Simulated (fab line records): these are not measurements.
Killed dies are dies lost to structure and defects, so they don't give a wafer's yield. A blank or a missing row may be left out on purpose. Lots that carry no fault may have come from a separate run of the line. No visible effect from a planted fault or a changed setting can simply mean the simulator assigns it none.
fab line records	flow nand-harc
record lots=6	wafers=18	last-day=32
route steps=1302 shown P_M2@339 P_BONDPAD@351 END@1302
lots untouched by any fault: they come from a run of this same line in which no faults occurred
start-h: the number of hours between the record's first day and the start of the first shown wafer of the lot	wait-h: how many hours have passed since the lot's step before this one	" same as the row above	L1.1+2: one row covering several wafers at once	- value missing, or start not given	* or withheld: withheld	< > ~ a bound
route shown NAME@n: NAME is a module with steps in the file, n the number in the route of the first one	usual: the fault-free wafers' mean and standard deviation	same: alike in all rows	chamber/n: place in a boat	sites: readings site by site	_std_site: standard deviation across them	_edge_site: inner sites' mean taken away from outer sites' mean	radius-mm: for every site, how far away it sits from the centre of the wafer	mask NAME#n: copy n	behind: tool/chamber where the wafer was last shaped	hold: cause of the lot's hold/its duration in hours/its outcome	device: the n, p or np transistor that did not switch	end of line: tests run on the same wafers once the route is complete	a step without rows: its recipe alone	killed: dies lost to structure and defects at the first sort, not the wafer's yield	map: the dies of a wafer, with x for killed, . for not killed, _ for no die there
set.NAME: setting as actually run; set.NAME@STEP: the setting as run at that earlier step	model.NAME: the simulator's own value behind a step, which no gauge read
lots at some steps of the route; a table a step, a row a wafer
services: a tool's chamber out of use, with start hour (start-h, from the record's first day; less than 0 if before it), hours out, and reason
## steps
# step NHARC_P_M2_PRE_CLEAN_30
# recipe time-s=30	temp-c=280	gas=H2/He
# usual heater-power-w=395/39
lot.wafer	tool	chamber	start-h	wait-h	heater-power-w
L259.2	pvd-sputter-03	-	-	-	446
L259.3	"	-	"	"	365
L259.5	"	-	"	"	425
L266.3	pvd-sputter-01	-	-	-	464
L266.1	"	-	"	"	363
L266.6	"	-	"	"	463
L268.3	pvd-sputter-03	-	-	-	370
L268.2	"	-	"	"	452
L268.5	"	-	"	"	373
L267.3	pvd-sputter-03	-	-	-	400
L267.5	"	-	"	"	395
L267.6	"	-	"	"	450
L271.4	pvd-sputter-02	-	-	-	380
L271.1	"	-	"	"	361
L271.3	"	-	"	"	451
L275.4	pvd-sputter-02	-	-	-	367
L275.5	"	-	"	"	384
L275.6	"	-	"	"	357
# step NHARC_P_M2_PVD_20
# recipe target-thk-a=50	bias-v=168.6	power-w=15000	chamber-pressure-pa=0.12	time-s=8.06	substrate-temp-c=50	material=TaN
# usual bias-v=168.4/1.8	throttle-valve-pct=29.9/1.2
lot.wafer	tool	chamber	start-h	wait-h	bias-v	throttle-valve-pct
L259.2	pvd-sputter-03	-	-	-	173.1	30.9
L259.3	"	-	"	"	168.7	28.6
L259.5	"	-	"	"	169.9	31.3
L266.1	pvd-sputter-01	-	-	-	171.8	31.0
L266.3	"	-	"	"	167.4	29.3
L266.6	"	-	"	"	170.7	30.9
L268.2	pvd-sputter-03	-	-	-	167.5	29.3
L268.3	"	-	"	"	170.6	28.6
L268.5	"	-	"	"	165.8	29.4
L267.3	pvd-sputter-03	-	-	-	167.1	29.1
L267.5	"	-	"	"	165.7	31.9
L267.6	"	-	"	"	166.8	30.8
L271.3	pvd-sputter-02	-	-	-	168.6	29.0
L271.1	"	-	"	"	172.0	30.9
L271.4	"	-	"	"	169.3	30.6
L275.4	pvd-sputter-02	-	-	-	168.9	28.6
L275.5	"	-	"	"	171.6	28.8
L275.6	"	-	"	"	171.5	29.1
# step NHARC_P_M2_PVD_21
# recipe target-thk-a=300	chamber-pressure-pa=5	power-w=5000	substrate-temp-c=30	time-s=20.49	material=Cu
# usual throttle-valve-pct=29.8/1.2
lot.wafer	tool	chamber	start-h	wait-h	throttle-valve-pct
L259.2	pvd-sputter-03	-	-	-	30.7
L259.3	"	-	"	"	28.6
L259.5	"	-	"	"	30.1
L266.3	pvd-sputter-01	-	-	-	28.8
L266.1	"	-	"	"	27.9
L266.6	"	-	"	"	30.7
L268.3	pvd-sputter-03	-	-	-	30.7
L268.2	"	-	"	"	29.2
L268.5	"	-	"	"	31.0
L267.3	pvd-sputter-03	-	-	-	28.5
L267.6	"	-	"	"	30.8
L267.5	"	-	"	"	29.3
L271.1	pvd-sputter-02	-	-	-	28.8
L271.3	"	-	"	"	29.1
L271.4	"	-	"	"	31.0
L275.4	pvd-sputter-02	-	-	-	28.9
L275.5	"	-	"	"	31.0
L275.6	"	-	"	"	28.8
# step NHARC_P_M2_ECD_22
# recipe target-thk-a=4000	bath-temp-c=25	material=Cu
# step NHARC_P_M2_ANNEAL_31
# recipe temp-c=225	time-s=90
# usual wafer_temp_C_max=226.1/0.36
lot.wafer	tool	chamber	start-h	wait-h	wafer_temp_C_max
L259.2	rtp-anneal-02	0	138.40	-	226.6
L259.3	"	0	"	"	225.9
L259.5	"	0	"	"	226.4
L266.1	rtp-anneal-02	0	212.37	-	226.4
L266.3	"	0	"	"	226.8
L266.6	"	0	"	"	226.2
L268.2	rtp-anneal-01	0	228.14	0.4	225.9
L268.3	"	0	"	"	226.0
L268.5	"	0	"	"	226.1
L267.3	rtp-anneal-02	0	229.77	-	225.8
L267.5	"	0	"	"	226.0
L267.6	"	0	"	"	225.9
L271.1	rtp-anneal-01	0	256.60	0.3	225.8
L271.3	"	0	"	"	225.9
L271.4	"	0	"	"	226.3
L275.4	rtp-anneal-02	0	301.36	-	226.3
L275.5	"	0	"	"	226.1
L275.6	"	0	"	"	226.4
# step NHARC_P_M2_CMP_23
# recipe t-overpolish-s=20	target-thk-nm=144.3
# usual motor-current-A=11.7/0.9	time-to-endpoint-s=28.6/2.4
lot.wafer	tool	chamber	start-h	wait-h	motor-current-A	time-to-endpoint-s
L259.3	cmp-02	1	138.69	-	11.2	30.6
L259.2	"	2	"	"	11.5	24.8
L259.5	"	1	"	"	11.0	29.8
L266.3	cmp-02	1	212.74	-	10.8	33.0
L266.1	"	2	"	"	10.9	27.9
L266.6	"	0	"	"	12.4	26.8
L268.3	cmp-04	2	228.44	-	12.7	28.8
L268.2	"	0	"	"	11.4	28.6
L268.5	"	2	"	"	12.4	26.2
L267.3	cmp-02	2	230.04	-	11.0	27.1
L267.5	"	1	"	"	11.3	29.5
L267.6	"	2	"	"	10.9	27.6
L271.3	cmp-03	1	256.95	-	10.9	34.5
L271.1	"	3	"	"	10.5	34.2
L271.4	"	0	"	"	12.0	29.1
L275.4	cmp-03	3	301.61	-	11.2	35.7
L275.5	"	1	"	"	11.0	32.2
L275.6	"	2	"	"	11.7	26.4
# step NHARC_P_M2_THK_MEAS_24
# recipe thk-meas-gauge=xrf
# usual thk-nm=144.2/1.5
lot.wafer	tool	chamber	start-h	wait-h	thk-nm
L259.2	film-metro-01	-	139.01	-	143.2
L259.3	"	-	"	"	145.2
L259.5	"	-	"	"	144.6
L266.1	film-metro-02	-	213.03	-	145.0
L266.3	"	-	"	"	144.3
L266.6	"	-	"	"	144.6
L268.2	film-metro-02	-	228.75	-	144.7
L268.3	"	-	"	"	145.7
L268.5	"	-	"	"	144.8
L267.3	film-metro-02	-	230.34	-	144.6
L267.5	"	-	"	"	145.8
L267.6	"	-	"	"	143.2
L271.1	film-metro-01	-	257.26	-	148.4
L271.3	"	-	"	"	147.4
L271.4	"	-	"	"	145.0
L275.4	film-metro-01	-	301.87	-	143.7
L275.5	"	-	"	"	143.9
L275.6	"	-	"	"	142.1
# step NHARC_P_M2_SRD_25
# step NHARC_P_M2_INSPECT_27
# usual raw-defect-count=310/130
lot.wafer	tool	chamber	start-h	wait-h	raw-defect-count
L259.2	defect-inspect-01	-	139.17	0.0	311
L259.3	"	-	"	"	160
L259.5	"	-	"	"	266
L266.1	defect-inspect-02	-	213.19	0.0	239
L266.3	"	-	"	"	128
L266.6	"	-	"	"	165
L268.2	defect-inspect-02	-	228.93	0.0	367
L268.3	"	-	"	"	485
L268.5	"	-	"	"	419
L267.3	defect-inspect-01	-	230.50	0.0	189
L267.5	"	-	"	"	289
L267.6	"	-	"	"	331
L271.1	defect-inspect-01	-	257.42	0.0	415
L271.3	"	-	"	"	378
L271.4	"	-	"	"	442
L275.4	defect-inspect-02	-	302.03	0.0	278
L275.5	"	-	"	"	317
L275.6	"	-	"	"	300
# step NHARC_P_M2_PRE_CLEAN_32
# recipe time-s=12	temp-c=370	rf-power-w=300	gas=NH3
# step NHARC_P_M2_DEP_33
# recipe target-thk-a=300	temp-c=370	target-thk-nm=30	pressure-torr=3	flow-sccm=200	rf-w=450	material=SiCN
# step NHARC_P_BONDPAD_DEP_00
# recipe target-thk-a=2500	temp-c=370	target-thk-nm=250	pressure-torr=3	flow-sccm=200	rf-w=450	material=SiCN
# usual heater-power-w=584/88	showerhead-vpp-V=1312/72
lot.wafer	tool	chamber	start-h	wait-h	heater-power-w	showerhead-vpp-V
L259.2	pecvd-04	2	139.75	-	577	1435
L259.3	"	0	"	"	575	1458
L259.5	"	0	"	"	590	1420
L266.1	pecvd-03	2	213.74	-	626	1267
L266.3	"	1	"	"	512	1292
L266.6	"	2	"	"	633	1290
L268.3	pecvd-04	1	229.49	-	684	1331
L268.2	"	2	"	"	469	1439
L268.5	"	1	"	"	680	1305
L267.3	pecvd-03	0	231.14	-	566	1204
L267.6	"	2	"	"	630	1267
L267.5	"	0	"	"	460	1222
L271.1	pecvd-03	1	257.98	-	463	1298
L271.3	"	2	"	"	659	1274
L271.4	"	1	"	"	482	1304
L271.1	pecvd-03	1	258.58	-	474	1249
L271.3	"	2	"	"	636	1297
L271.4	"	1	"	"	485	1311
L275.4	pecvd-03	1	302.72	-	504	1291
L275.5	"	2	"	"	624	1285
L275.6	"	0	"	"	550	1219
L275.4	pecvd-03	1	303.32	-	509	1286
L275.5	"	2	"	"	626	1253
L275.6	"	0	"	"	528	1199
# step NHARC_P_BONDPAD_CMP_32
# recipe target-thk-nm=200	material=SiCN
# step NHARC_END_SORT_01
# recipe temp-c=25
# usual defect-limited-yield=90.9/2.8	killed-at-array=57/20	killed-at-other=1.3/1.4	killed-at-periphery=3.4/2.4	killed-dies=61/19	killed-open=2.9/1.8	killed-short=2.5/1.6
# same gross-dies=677
lot.wafer	tool	chamber	start-h	wait-h	defect-limited-yield[%]	killed-at-array	killed-at-other	killed-at-periphery	killed-dies	killed-open	killed-short
L259.2	prober-01	0	577.80	2.8	88.9	73	0	2	75	3	5
L259.3	prober-01	0	578.61	3.1	89.1	70	1	3	74	3	1
L259.5	prober-01	0	580.22	3.7	93.1	45	0	2	47	2	1
L266.1	prober-02	0	652.15	2.5	83.9	103	2	4	109	1	2
L266.3	prober-02	0	653.76	3.1	84.2	101	3	3	107	1	1
L266.6	prober-02	0	656.18	4.0	88.9	69	5	1	75	1	1
L267.3	prober-01	0	663.76	3.1	90.5	61	0	3	64	5	3
L267.5	prober-01	0	665.37	3.7	90.1	62	3	2	67	1	1
L267.6	prober-01	0	666.18	4.0	90.7	58	2	3	63	3	2
L271.1	prober-02	0	679.94	2.5	88.2	77	1	2	80	1	1
L271.3	prober-02	0	681.56	3.1	84.9	100	1	1	102	3	2
L271.4	prober-02	0	682.37	3.4	84.8	103	0	0	103	1	2
L275.4	prober-01	0	764.26	3.4	91.3	50	1	8	59	5	5
L275.5	prober-01	0	765.05	3.7	92.8	38	1	10	49	2	4
L275.6	prober-01	0	765.83	3.9	93.8	28	2	12	42	1	1
# killed by level:class
L259.2 A_CHANNEL_HOLE_D1:chamber-film-flake=29 A_CHANNEL_HOLE_D2:chamber-film-flake=28 A_DECK1_JOINT:chamber-film-flake=3 A_CONTACT:chamber-film-flake=3 A_CHANNEL_FILL_D1:geometric-particle:short=2 A_CHANNEL_FILL_D1:chamber-film-flake=2 P_CONTACT:geometric-particle:open=1 A_ONON_D1:geometric-particle:open=1
L259.3 A_CHANNEL_HOLE_D2:chamber-film-flake=28 A_CHANNEL_HOLE_D1:chamber-film-flake=23 A_CONTACT:chamber-film-flake=7 A_WL_FILL:chamber-film-flake=3 A_DECK1_JOINT:chamber-film-flake=2 P_M1:geometric-particle:open=1 A_ONON_D2:geometric-particle:short=1 A_ONON_D2:geometric-particle:open=1
L259.5 A_CHANNEL_HOLE_D2:chamber-film-flake=19 A_CHANNEL_HOLE_D1:chamber-film-flake=15 A_CONTACT:chamber-film-flake=2 P_STI:chamber-film-flake=2 A_STAIRCASE:chamber-film-flake=2 A_WL_FILL:chamber-film-flake=2 A_ONON_D1:geometric-particle:open=1 A_CHANNEL_FILL_D2:geometric-particle:short=1
L266.1 A_CHANNEL_HOLE_D2:chamber-film-flake=35 A_SLIT:chamber-film-flake=33 A_CHANNEL_HOLE_D1:chamber-film-flake=28 A_CONTACT:chamber-film-flake=4 THIN_TSV:chamber-film-flake=2 A_ONON_D1:geometric-particle:short=1 A_CHANNEL_HOLE_D2:geometric-particle:short=1 A_CHANNEL_HOLE_D2:geometric-particle:open=1
L266.3 A_CHANNEL_HOLE_D2:chamber-film-flake=35 A_SLIT:chamber-film-flake=32 A_CHANNEL_HOLE_D1:chamber-film-flake=24 A_CONTACT:chamber-film-flake=6 P_M1:chamber-film-flake=2 A_STAIRCASE:chamber-film-flake=2 THIN_TSV:chamber-film-flake=2 A_CHANNEL_HOLE_D1:geometric-particle:short=1
L266.6 A_SLIT:chamber-film-flake=29 A_CHANNEL_HOLE_D2:chamber-film-flake=17 A_CHANNEL_HOLE_D1:chamber-film-flake=15 THIN_TSV:chamber-film-flake=5 A_CONTACT:chamber-film-flake=4 A_CHANNEL_HOLE_D2:geometric-particle:short=1 A_BLC:geometric-particle:open=1 P_ZERO_WELL:chamber-film-flake=1
L267.3 A_SLIT:chamber-film-flake=26 A_CHANNEL_HOLE_D2:chamber-film-flake=14 A_CHANNEL_HOLE_D1:chamber-film-flake=8 A_DECK1_JOINT:geometric-particle:open=2 A_CHANNEL_FILL_D1:geometric-particle:open=2 P_STI:chamber-film-flake=2 A_STAIRCASE:chamber-film-flake=2 A_CONTACT:chamber-film-flake=2
L267.5 A_SLIT:chamber-film-flake=35 A_CHANNEL_HOLE_D2:chamber-film-flake=15 A_CHANNEL_HOLE_D1:chamber-film-flake=4 A_CONTACT:chamber-film-flake=3 THIN_TSV:chamber-film-flake=3 A_STAIRCASE:chamber-film-flake=2 P_CONTACT:geometric-particle:short=1 A_M0:geometric-particle:open=1
L267.6 A_SLIT:chamber-film-flake=30 A_CHANNEL_HOLE_D2:chamber-film-flake=16 A_STAIRCASE:chamber-film-flake=4 A_M0:geometric-particle:open=2 A_CONTACT:chamber-film-flake=2 THIN_TSV:chamber-film-flake=2 A_ONON_D2:geometric-particle:short=1 A_ONON_D2:geometric-particle:open=1
L271.1 A_SLIT:chamber-film-flake=30 A_CHANNEL_HOLE_D1:chamber-film-flake=22 A_CHANNEL_HOLE_D2:chamber-film-flake=12 A_SGD_CUT:chamber-film-flake=5 A_WL_FILL:chamber-film-flake=3 A_M1:chamber-film-flake=2 P_CONTACT:geometric-particle:open=1 A_WL_FILL:geometric-particle:short=1
L271.3 A_SLIT:chamber-film-flake=35 A_CHANNEL_HOLE_D1:chamber-film-flake=27 A_CHANNEL_HOLE_D2:chamber-film-flake=24 A_SGD_CUT:chamber-film-flake=5 P_CONTACT:geometric-particle:open=1 A_ONON_D1:geometric-particle:short=1 A_DECK1_JOINT:geometric-particle:open=1 A_DECK1_JOINT:geometric-particle:short=1
L271.4 A_CHANNEL_HOLE_D1:chamber-film-flake=38 A_SLIT:chamber-film-flake=32 A_CHANNEL_HOLE_D2:chamber-film-flake=15 A_SGD_CUT:chamber-film-flake=4 A_WL_FILL:chamber-film-flake=4 A_STAIRCASE:chamber-film-flake=2 A_CONTACT:chamber-film-flake=2 A_M1:chamber-film-flake=2
L275.4 A_CHANNEL_HOLE_D1:chamber-film-flake=29 A_SLIT:chamber-film-flake=8 A_CONTACT:chamber-film-flake=3 A_DECK1_JOINT:geometric-particle:short=2 A_CHANNEL_FILL_D2:geometric-particle:open=2 P_GATE:chamber-film-flake=2 P_M0:chamber-film-flake=2 P_CONTACT:geometric-particle:open=1
L275.5 A_CHANNEL_HOLE_D1:chamber-film-flake=23 A_CONTACT:chamber-film-flake=5 P_STI:chamber-film-flake=3 P_ZERO_WELL:chamber-film-flake=2 P_GATE:chamber-film-flake=2 P_M0:chamber-film-flake=2 A_SLIT:chamber-film-flake=2 A_SOURCE_PLATE:geometric-particle:short=1
L275.6 A_CHANNEL_HOLE_D1:chamber-film-flake=19 P_GATE:chamber-film-flake=6 A_SLIT:chamber-film-flake=4 A_CONTACT:chamber-film-flake=3 P_ZERO_WELL:chamber-film-flake=2 THIN_TSV:chamber-film-flake=2 A_DECK1_JOINT:geometric-particle:short=1 A_M0:geometric-particle:open=1
## services
tool	chamber	start-h	hours	kind
pecvd-04	-	120.00	1.3	repair
cmp-03	-	132.29	0.8	repair
pecvd-03	1	133.49	18.7	repair
cmp-02	-	134.51	4.0	pm
pecvd-03	2	142.12	4.4	repair
pvd-sputter-01	-	143.24	6.5	repair
cmp-03	-	147.08	2.0	repair
cmp-03	-	162.15	4.0	pm
cmp-04	-	164.53	0.3	repair
pvd-sputter-01	-	173.65	0.8	repair
pvd-sputter-03	-	178.32	10.0	pm
pecvd-03	-	185.04	13.0	pm
cmp-04	-	209.06	4.0	pm
pvd-sputter-01	-	226.00	10.0	pm
cmp-02	-	232.51	4.0	pm
pvd-sputter-01	-	241.93	3.8	repair
cmp-03	-	243.01	0.5	repair
cmp-03	-	260.15	4.0	pm
pecvd-04	-	269.00	13.0	pm
pvd-sputter-01	-	270.09	2.1	repair
pecvd-03	0	281.05	4.7	repair
pvd-sputter-02	-	282.00	10.0	pm
pecvd-04	-	292.01	1.3	repair
pvd-sputter-01	-	295.16	14.6	repair
## key
first-sign step=NHARC_P_BONDPAD_DEP_00	reading=visit	direction=added
effect none on later readings
met-at NHARC_P_BONDPAD_DEP_00
struck-wafers L271.1,L271.3,L271.4,L275.4,L275.5,L275.6
fault kind=repeated-step-whole	tool=pecvd-01,pecvd-03,pecvd-04	chamber=-	onset-h=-	steps=NHARC_P_BONDPAD_DEP_00	times=1	scope=struck-lots-only
